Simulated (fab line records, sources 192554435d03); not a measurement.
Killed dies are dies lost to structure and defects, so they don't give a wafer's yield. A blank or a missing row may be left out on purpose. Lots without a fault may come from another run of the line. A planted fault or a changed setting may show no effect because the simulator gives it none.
Chamber matching | flow n5_finfet | N5_BEOL_M3_STRIP_36 on rie_diel-04: 4 sister chambers
The step strips in N2/H2. 4 wafers are shown with their chamber, then 11 later ones without.

WAFERS WITH THEIR CHAMBER
wafer  | chamber | showerhead_plenum_p_Torr (Torr)
L086.5 | 3       | 2.50
L088.2 | 0       | 2.48
L088.6 | 2       | 2.64
L092.1 | 1       | 2.71

WAFERS WITHOUT THEIR CHAMBER
wafer  | showerhead_plenum_p_Torr (Torr)
L092.2 | 2.64
L092.4 | 2.64
L093.2 | 2.48
L093.4 | 2.64
L093.6 | 2.71
L094.1 | 2.48
L094.3 | 2.71
L094.4 | 2.71
L096.2 | 2.49
L096.5 | 2.64
L096.6 | 2.71

WHICH CHAMBER EACH WENT THROUGH
wafer  | from the rows above     | in truth
L092.2 | 2                       | 2
L092.4 | 2                       | 2
L093.2 | 0                       | 0
L093.4 | 2                       | 2
L093.6 | 1                       | 1
L094.1 | 0                       | 0
L094.3 | 1                       | 1
L094.4 | 1                       | 1
L096.2 | can't be placed: 3 or 0 | 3
L096.5 | 2                       | 2
L096.6 | 1                       | 1
Placed correctly: 10 of 11. Can't be placed from these rows: 1 (the true chamber is among the candidates in 1). Placed wrongly: 0.
How it was worked out, from the rows above alone: a wafer's distance from a chamber is the root of the sum, over the readings, of the square of ((its reading less the chamber's mean) divided by the reading's scatter). The wafer belongs to the nearest chamber; if the next one is less than 2 further off, it can't be placed. A chamber's mean is the mean of its shown wafers. The scatter: with one shown wafer a chamber, the root of the mean of the squares of how far each hidden wafer lies from its nearest shown one.
